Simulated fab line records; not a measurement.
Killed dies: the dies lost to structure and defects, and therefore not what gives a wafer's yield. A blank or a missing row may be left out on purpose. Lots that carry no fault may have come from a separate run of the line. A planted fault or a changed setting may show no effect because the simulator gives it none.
fab line records	flow n5-finfet
record: lots: 4	wafers: 9	last-day: 16
route steps=1938 shown WELL_APT@50 PMOS_HMC_CHANNEL_EPI@57 FIN_SAQP@90 BEOL_M4@1111 PASSIVATION@1936
lots that met no fault: from a run of the same line without faults
start-h: hours from the record's opening day to when the first of the lot's shown wafers began	wait-h: hours from the lot's prior step to this one	" unchanged from the row above	L1.1+2: a single row standing in for several wafers	- no value present, or no start provided	* or withheld: withheld	< > ~ a bound
route shown NAME@n: NAME is a module with steps in the file, n the number in the route of the first one	usual: average and standard deviation across the fault-free wafers	same: alike in all rows	chamber/n: place in a boat	sites: per-site readings	_std_site: the standard deviation of these	_edge_site: outer sites' mean less inner sites'	radius-mm: how far each site lies from the wafer's centre	mask NAME#n: copy n	behind: tool/chamber where the wafer was last shaped	hold: the reason the lot was held/the length of the hold in hours/how it ended	device: names the non-switching transistor (n, p or np)	end of line: tests run on the same wafers once the route is complete	a step given without rows: its recipe and nothing more	killed: at the first sort, the dies lost to defects and structure; wafer yield is something else	map: dies across one wafer; x = killed, . = not, _ = none there
set.NAME: the run value of the setting; set.NAME@STEP: its run value at that earlier step	model.NAME: the simulator's own value behind a step, which no gauge read
lots at selected steps of the route; one table per step, one row per wafer
services: a tool's chamber out of use, with start hour (start-h, from the record's first day; less than 0 if before it), hours out, and reason
== steps ==
step: N5_WELL_APT_RTA_34
recipe: temp-c: 1000	time-s: 10	ambient: N2	idle-temp-c: 600	ramp-up-c-per-s: 150	ramp-down-c-per-s: 60	cool-to-c: 600
step: N5_WELL_APT_OXIDE_STRIP_42
recipe: chemistry: dHF	dilution: 25:1	time-s: 45	temp-c: 25	target: SiO2	target-depth-a: 120
step: N5_WELL_APT_PRECLEAN_36
recipe: chemistry: O3/DIW	time-s: 45	temp-c: 22	o3-ppm: 10
step: N5_WELL_APT_PRECLEAN_39
recipe: chemistry: dHF	time-s: 60	dilution: 150:1	temp-c: 25
step: N5_WELL_APT_SRD_37
recipe: dry: ipa-marangoni	do-ppb: 5	time-s: 30	temp-c: 23	rinse-liquid: diw
step: N5_WELL_APT_EPI_41
recipe: material: Si	target-thk-a: 500	temp-c: 650	precursor: SiH4/H2	pressure-torr: 20	time-s: 297.7
step: N5_PMOS_HMC_CHANNEL_EPI_HM_DEP_34
recipe: material: SiO2	target-thk-a: 360	temp-c: 400	precursor: TEOS/O2	pressure-torr: 6.5	rf-w: 900	teos-flow-sccm: 161.4	gas: O2	flow-sccm: 2650	time-s: 6.9
step: N5_PMOS_HMC_CHANNEL_EPI_COAT_31
recipe: resist: BARC	temp-c: 205	time-s: 60	spin-rpm: 1500	resist-thk-nm: 66
step: N5_PMOS_HMC_CHANNEL_EPI_COAT_03
recipe: resist: CAR-ArF-block	spin-rpm: 1500	resist-thk-nm: 205
step: N5_PMOS_HMC_CHANNEL_EPI_EBR_05
recipe: solvent: PGMEA	ebr-width-mm: 1.5
step: N5_PMOS_HMC_CHANNEL_EPI_SOFTBAKE_04
recipe: temp-c: 110	time-s: 60	resist: CAR-ArF-block
step: N5_PMOS_HMC_CHANNEL_EPI_EXPOSE_06
recipe: mask-id: PMOS_HMC_BLK	na: 1.35	source-shape: conventional	sigma-outer: 0.8	polarization: unpolarized	target-cd-nm: 240	dose-mj: 41
lot.wafer	tool	chamber	start-h	wait-h	mask
L601.2+3+5	arfi-scanner-02	0	60.13	-	PMOS_HMC_BLK#0
L606.5+6	arfi-scanner-02	0	89.15	-	PMOS_HMC_BLK#0
L607.1+4	arfi-scanner-02	0	95.39	-	PMOS_HMC_BLK#0
L615.1+5	arfi-scanner-01	0	143.89	-	PMOS_HMC_BLK#0
step: N5_PMOS_HMC_CHANNEL_EPI_PEB_07
recipe: peb-temp-c: 110	peb-time-s: 60	resist: CAR-ArF-block
step: N5_PMOS_HMC_CHANNEL_EPI_DEVELOP_08
recipe: develop-time-s: 30	developer: TMAH	resist: CAR-ArF-block	dev-temp-c: 23	rinse-liquid: diw	dry: air-spin
step: N5_PMOS_HMC_CHANNEL_EPI_CD_MEAS_09
recipe: target-cd-nm: 237.4	landing-energy-ev: 500	detector: se-inlens
usual: cd-nm: 237.6/1
same: landing-energy-ev: 500
lot.wafer	tool	chamber	start-h	wait-h	cd-nm
L601.2	cd-sem-02	0	60.25	-	237.5
L601.3	"	0	"	"	236.3
L601.5	"	0	"	"	237.0
L606.5	cd-sem-02	0	89.26	-	270.7
L606.6	"	0	"	"	236.2
L607.1	cd-sem-03	0	95.51	-	237.2
L607.4	"	0	"	"	276.6
L615.1	cd-sem-02	0	144.02	-	238.8
L615.5	"	0	"	"	238.2
step: N5_PMOS_HMC_CHANNEL_EPI_DESCUM_14
recipe: chemistry: O2	time-s: 7.9	source-power-w: 50	bias-power-w: 20	pressure-mtorr: 20	rf-frequency-hz: 2.712e+07	temp-c: 40	resist: CAR-ArF-block	o2-flow-sccm: 225
usual: chamber-pressure-mTorr: 19.999/0.023	drypump-motor-current-A: 5.6/0.5	oes-product-au: 0.80/0.091	rf-vpp-V: 243.2/1.3	showerhead-plenum-p-Torr: 2.10/0.073	throttle-valve-pct: 20.43/0.21
lot.wafer	tool	chamber	start-h	wait-h	chamber-pressure-mTorr	drypump-motor-current-A	oes-product-au	rf-hours-counter-h	rf-vpp-V	showerhead-plenum-p-Torr	throttle-valve-pct	model.PMOS_HMC_CHANNEL_EPI.cd-nm
L601.2	rie-diel-01	3	60.33	0.0	19.971	5.3	0.73	167	242.7	2.00	20.35	237.4
L601.3	"	1	"	"	19.974	5.8	0.94	7	245.0	2.15	20.47	236.2
L601.5	"	3	"	"	20.004	5.3	0.72	-	242.0	2.00	20.34	237
L606.5	rie-diel-05	3	89.36	0.0	20.025	5.8	0.72	-	244.8	2.19	20.25	270.7
L606.6	"	2	"	"	19.983	6.7	0.83	-	245.2	2.21	19.95	236.5
L607.1	rie-diel-03	2	95.60	0.0	19.999	5.1	0.78	131	242.5	2.02	20.37	237.3
L607.4	"	1	"	"	19.986	6.1	0.96	14	242.5	2.05	20.21	276.4
L615.1	rie-diel-01	3	144.11	0.0	20.002	5.3	0.71	196	239.8	1.99	20.39	238.5
L615.5	"	2	"	"	20.024	5.0	0.70	-	242.5	2.05	20.80	238.1
step: N5_PMOS_HMC_CHANNEL_EPI_ETCH_32
recipe: chemistry: N2/H2	target: BARC	stop-on: SiO2	target-depth-a: 858	over-etch-frac: 0.3	time-s: 50.3	ion-energy-ev: 200	mask-material: CAR-ArF-block	pressure-mtorr: 30	source-w: 840	bias-w: 150	n2-flow-sccm: 200	h2-flow-sccm: 200
step: N5_PMOS_HMC_CHANNEL_EPI_HM_OPEN_15
recipe: chemistry: CHF3/O2	target: SiO2	mask-material: CAR-ArF-block	target-depth-a: 406	CHF3_flow_sccm: 50	O2_flow_sccm: 5	Ar_flow_sccm: 200	time-s: 20.3	pressure-mtorr: 30	source-w: 650	bias-w: 170	ion-energy-ev: 200
step: N5_PMOS_HMC_CHANNEL_EPI_STRIP_33
recipe: chemistry: N2/H2	power-w: 500	temp-c: 40	pressure-mtorr: 50	rf-frequency-hz: 6e+07	overash-fraction: 0.3	bias-power-w: 8	h2-frac: 0.5	n2-flow-sccm: 300	h2-flow-sccm: 300
step: N5_PMOS_HMC_CHANNEL_EPI_STRIP_17
recipe: chemistry: SPM	time-s: 750	temp-c: 130	h2so4-h2o2-vol-ratio: 4	dry: ipa-marangoni
step: N5_PMOS_HMC_CHANNEL_EPI_ETCH_38
recipe: chemistry: CF4	target: SiO2	target-depth-a: 15	ion-energy-ev: 350	pressure-mtorr: 10	icp-w: 800	bias-w: 400	cf4-flow-sccm: 80
step: N5_PMOS_HMC_CHANNEL_EPI_FIN_RECESS_16
recipe: chemistry: HBr/Cl2	target: Si	mask-material: SiO2	target-depth-a: 540	time-s: 18	pressure-mtorr: 10	icp-w: 800	bias-w: 75	HBr_flow_sccm: 150	Cl2_flow_sccm: 80
usual: chamber-pressure-mTorr: 9.999/0.0092	drypump-motor-current-A: 5.5/0.54	oes-product-au: 0.995/0.02	throttle-valve-pct: 35.5/0.38
lot.wafer	tool	chamber	start-h	wait-h	chamber-pressure-mTorr	drypump-motor-current-A	oes-product-au	rf-hours-counter-h	throttle-valve-pct	model.PMOS_HMC_CHANNEL_EPI.cd-nm
L601.2	rie-si-02	3	60.80	0.0	9.992	5.5	0.987	131	36.2	240.2
L601.3	"	1	"	"	10.006	5.5	1.025	1	35.5	239.7
L601.5	"	1	"	"	9.984	5.5	1.028	-	35.5	240.2
L606.5	rie-si-02	2	89.83	0.0	9.997	6.5	0.989	-	35.4	273.1
L606.6	"	3	"	"	10.003	5.5	0.969	-	36.2	240.9
L607.1	rie-si-01	0	96.05	0.0	10.001	6.5	1.006	132	35.1	239.3
L607.4	"	2	"	"	10.006	5.5	1.007	175	35.5	279
L615.1	rie-si-02	3	144.57	0.0	9.996	5.5	0.979	133	36.2	242.4
L615.5	"	2	"	"	10.008	6.4	0.981	-	35.4	240.7
step: N5_PMOS_HMC_CHANNEL_EPI_PRECLEAN_36
recipe: chemistry: O3/DIW	time-s: 45	temp-c: 22	o3-ppm: 10
step: N5_PMOS_HMC_CHANNEL_EPI_PRECLEAN_18
recipe: chemistry: DHF	time-s: 30	temp-c: 25	dilution: withheld
step: N5_PMOS_HMC_CHANNEL_EPI_SRD_19
recipe: dry: ipa-marangoni	do-ppb: 5	time-s: 30	temp-c: 23	rinse-liquid: diw
step: N5_PMOS_HMC_CHANNEL_EPI_EPI_20
recipe: material: SiGe30	mask-material: SiO2	pressure-torr: 20	target-thk-a: 590	temp-c: 600
step: N5_PMOS_HMC_CHANNEL_EPI_HM_STRIP_35
recipe: chemistry: dHF	temp-c: 25	material: SiO2	target: SiO2	target-depth-a: 396	time-s: 216
step: N5_PMOS_HMC_CHANNEL_EPI_SRD_39
recipe: dry: ipa-marangoni	time-s: 30	temp-c: 23	rinse-liquid: diw
step: N5_PMOS_HMC_CHANNEL_EPI_CMP_21
recipe: material: SiGe30	post-cmp-clean: alkaline-brush	target-thk-nm: 54
step: N5_PMOS_HMC_CHANNEL_EPI_PRECLEAN_40
recipe: chemistry: DHF	time-s: 30	temp-c: 25	dilution: withheld
step: N5_PMOS_HMC_CHANNEL_EPI_PRECLEAN_37
recipe: chemistry: O3/DIW	time-s: 45	temp-c: 22	o3-ppm: 10
step: N5_PMOS_HMC_CHANNEL_EPI_PRECLEAN_24
recipe: chemistry: DHF	time-s: 30	temp-c: 25	dilution: withheld
step: N5_PMOS_HMC_CHANNEL_EPI_SRD_25
recipe: dry: ipa-marangoni	do-ppb: 5	time-s: 30	temp-c: 23	rinse-liquid: diw
step: N5_PMOS_HMC_CHANNEL_EPI_EPI_26
recipe: material: Si	target-thk-a: 38	temp-c: 650	precursor: SiH4/H2	pressure-torr: 20	time-s: 22.7
step: N5_FIN_SAQP_PRECLEAN_42
recipe: chemistry: O3/DIW	time-s: 60	temp-c: 22	o3-ppm: 10
step: N5_FIN_SAQP_PRECLEAN_00
recipe: chemistry: SC1	time-s: 60	temp-c: 55	mix: 1:2:50
step: N5_BEOL_M4_RC_MEAS_101
usual: DIBL_N: 36.3/1.6	DIBL_P: 36.2/2.1	IOFF_N: 0.16/0.031	IOFF_P: 0.21/0.034	ION_N: 673/11	ION_P: 461/7.4	SS_N: 71.6/0.55	SS_P: 73.3/0.66	VT_N: 251/3.2	VT_P: -251/3.5
lot.wafer	tool	chamber	start-h	wait-h	DIBL_N[mV/V]	DIBL_P[mV/V]	IOFF_N[nA/um]	IOFF_P[nA/um]	ION_N[uA/um]	ION_P[uA/um]	SS_N[mV/dec]	SS_P[mV/dec]	VT_N[mV]	VT_P[mV]
L601.2	prober-01	0	204.88	0.2	35.2	34.9	0.13	0.17	663	448	71.0	72.3	254	-255
L601.3	"	0	"	"	34.4	33.3	0.12	0.16	669	458	71.0	72.1	255	-258
L601.5	"	0	"	"	36.8	36.8	0.16	0.21	687	463	70.9	73.3	248	-252
L606.5	prober-02	0	229.90	0.6	36.3	39.1	0.18	0.24	687	471	71.4	73.8	248	-248
L606.6	"	0	"	"	35.2	37.2	0.15	0.19	667	457	71.0	73.1	248	-251
L607.1	prober-01	0	236.31	0.0	35.9	36.0	0.14	0.18	680	467	71.1	73.3	249	-254
L607.4	"	0	"	"	36.2	36.5	0.14	0.19	679	466	71.0	73.5	251	-252
L615.1	prober-01	0	280.98	0.0	37.6	36.2	0.15	0.19	664	454	72.1	73.3	252	-252
L615.5	"	0	"	"	36.0	35.4	0.13	0.19	661	454	72.1	73.5	254	-254
step: N5_PASSIVATION_PROBE_49
usual: defect-limited-yield: 91.5/1.5	killed_at_M0_to_M3: 32/9.4	killed_at_M4_up: 12/5.1	killed-at-contacts: 11/7.4	killed-at-front-end: 41/11	killed-at-other: 3.4/2.5	killed-dies: 100/17	killed-on-rim: 13/4.4	killed-open: 65/14	killed-short: 33/7	sort_bin_5_function: 4.9/0.96	sort_bin_6_memory: 3.1/0.7	sort-n-pass: 1080/17	sort-yield-pct: 91.5/1.5
same: gross-dies: 1180	killed-at-back-side: 0	sort_bin_4_leakage[%]: 0	sort_bin_8_speed[%]: 0
lot.wafer	tool	chamber	start-h	wait-h	defect-limited-yield[%]	killed_at_M0_to_M3	killed_at_M4_up	killed-at-contacts	killed-at-front-end	killed-at-other	killed-dies	killed-on-rim	killed-open	killed-short	sort_bin_5_function[%]	sort_bin_6_memory[%]	sort-n-pass	sort-yield-pct[%]
L607.1	prober-01	-	326.39	0.0	91.9	39	7	8	40	2	96	12	56	40	5.1	2.9	1084	91.9
L607.4	prober-01	-	326.54	0.2	66.3	40	9	12	337	0	398	118	68	27	5.2	2.7	782	66.3
L606.5	prober-01	-	327.65	0.2	79.7	32	14	2	188	3	239	67	64	30	4.6	3.0	941	79.7
killed by level:class
L607.1 BEOL_M0_SAQP:geometric-particle:short=12 STI_FIN_REVEAL:geometric-particle:open=11 BEOL_M0_SAQP:geometric-particle:open=10 MOL_CONTACT_COAG:geometric-particle:open=7 FIN_SAQP:geometric-particle:open=6 FIN_SAQP:geometric-particle:short=5 STI_FIN_REVEAL:geometric-particle:short=5 BEOL_M2:geometric-particle:open=5
L607.4 PMOS_HMC_CHANNEL_EPI:area-expose=302 STI_FIN_REVEAL:geometric-particle:open=11 BEOL_M0_SAQP:geometric-particle:open=11 BEOL_M0_SAQP:geometric-particle:short=10 MOL_CONTACT_COAG:geometric-particle:open=9 BEOL_M3:geometric-particle:open=9 BEOL_M4:geometric-particle:open=9 DUMMY_GATE:geometric-particle:open=5
L606.5 PMOS_HMC_CHANNEL_EPI:area-expose=144 BEOL_M4:geometric-particle:open=11 STI_FIN_REVEAL:geometric-particle:open=10 FIN_SAQP:geometric-particle:short=9 BEOL_M0_SAQP:geometric-particle:open=8 BEOL_M3:geometric-particle:open=8 BEOL_M2:geometric-particle:open=7 FIN_SAQP:geometric-particle:open=5
map L606.5 (x killed, . not)
_________________.x.x..xxxxx.________________
______________x.x.x.x.xxx...x.x._____________
___________.x.....x.....x......x...__________
__________xx.x........x...x.x..x..x._________
________..xx....x.......x....x..x..x.x_______
_______x..xx.x..x........xx...x....x.xx______
______...xx..x...............x....xx.x.._____
_____...x.xx.x......x.............x..xxx.____
____x..x.......x....................x.x...___
___...xxx.x.x.x....x........x...x......x..x__
___x.xx...x........................x......x__
__...x..x.....x..........x.................x_
__..x......x............x.......x...x......x_
_.......x..................x....xx...x....xx.
_.x.xx.......................x.x..xx..x..x..x
_.x.x..x..............................x.x....
_xx.....x...........x.x......x.........x.xx.x
_xxx..x.....x....x....................x.xxx..
_.x......................................x.x.
_x...................................x.x.xxxx
_.x.x.......x.x.........................x.x.x
__xx..x..x.................................x_
__xxx...x..x.........x....x................x_
___.x...x.xx....x...........x.........x..x.__
___x.....x...........................x...xx__
____x..x.xx.x.........x...x........x....x.___
_____......x......x.x..x..x.........xx.x.____
______.....x......x..............x...x.._____
_______....x........x.............xxxxx______
________.x......................x..xxx_______
__________...x.........x.x..x.x...x._________
___________x.xx..xx..x..x.....x.xx.__________
______________.....xx..x.....x.x_____________
_________________.x..xxx.....________________
map L607.4 (x killed, . not)
_________________xxxx..xxxxxx________________
______________x.xxxxxx.xxxxxxxxx_____________
___________xxxxxxx.xx......xxxxxxxx__________
__________xxx..xx.x....x...xx.x..xxx_________
________xxx.xxxx...x....x..x.xx.xxxx.x_______
_______.x.x..........xx..x.xx.xxx..xxxx______
______.x.xxx...x.x...x...x.....x.xx...xx_____
_____x.x..xxx.x.........x.xxx..x....x...x____
____xxx...x..x.x....xx.x.............x.xx.___
___xxxx.xxxx.............x.....x...x...x.xx__
___x.x......x.........................xxxx.__
__.xxx....x..........xx.......x.x.....x...xx_
__xxx..x...x........x....x........x...x...xx_
_xxx........x..................x.x.xx...xx.xx
_x.xx.....x....x.x......................x.xxx
_xxxxxx.xx..................x........x..xx.xx
_x.xx.xx.xx......................x..x.xx.x..x
_xxx................x..x.x.............x.xx.x
_x..xx...........................x........xx.
_x.xxxx............................x....x.xxx
_x..x.x....x.................x....x.x.x...xxx
__x..x.......x.x......x.x..............xxxxx_
__.x..x........x.x......x.............xxxxx._
___.x......x......x.........x......x..xx.xx__
___.....xx..................x.....x..xxxxxx__
____.x...x..........................xxxxxx___
_____xxx..x.............xx...x.....x.x.xx____
______xx.xx...x.....x...........x..xx.xx_____
_______xxx.xxx.....x....x..x...x...xxxx______
________xx....x..xxx......x..x..xxx.xx_______
__________..x.xx.x.xxx..x.xxx.xx.x.x_________
___________x..x.x.x.x...x.xxx.x....__________
______________xx...xxx..x.xxxxxx_____________
_________________xxxxxx..xxxx________________
== services ==
tool	chamber	start-h	hours	kind
arfi-scanner-02	-	60.58	1.0	pm
rie-si-01	-	61.70	0.3	repair
arfi-scanner-02	0	69.37	-	calibration
rie-diel-05	-	70.80	14.6	pm
arfi-scanner-02	-	75.34	1.0	pm
arfi-scanner-02	-	81.55	0.8	repair
arfi-scanner-01	-	93.42	1.3	pm
arfi-scanner-01	-	100.98	1.0	pm
arfi-scanner-01	-	102.40	1.1	repair
arfi-scanner-02	-	105.45	1.3	pm
rie-diel-01	-	105.87	0.6	repair
arfi-scanner-02	-	119.59	0.8	pm
arfi-scanner-01	-	121.42	4.9	pm
rie-diel-01	1	140.00	12.9	repair
== key ==
first-sign: step: N5_PMOS_HMC_CHANNEL_EPI_CD_MEAS_09	reading: cd-nm	direction: up	sigmas: 36	usual: 237.6	struck: 273.6
effect: step: N5_PASSIVATION_PROBE_49	reading: killed-at-front-end	direction: up	sigmas: 21	usual: 41	struck: 262
model-effect: step: N5_PMOS_HMC_CHANNEL_EPI_DESCUM_14	value: PMOS_HMC_CHANNEL_EPI.cd-nm	without: 238.2	struck: 273.6
model-effect: step: N5_PMOS_HMC_CHANNEL_EPI_FIN_RECESS_16	value: PMOS_HMC_CHANNEL_EPI.cd-nm	without: 240.6	struck: 276.1
more-kills-born-at: N5_PMOS_HMC_CHANNEL_EPI_EXPOSE_06@arfi-scanner-02: 446
met-at N5_PMOS_HMC_CHANNEL_EPI_EXPOSE_06
struck-wafers L606.5,L607.4
onset-between 60.13 89.15
fault: kind: process-parameter-drift	tool: arfi-scanner-02	chamber: -	onset-h: 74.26	steps: N5_PMOS_HMC_CHANNEL_EPI_EXPOSE_06	channel: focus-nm	offset: 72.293	shape: step	end-h: 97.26	scope: struck-wafers-only
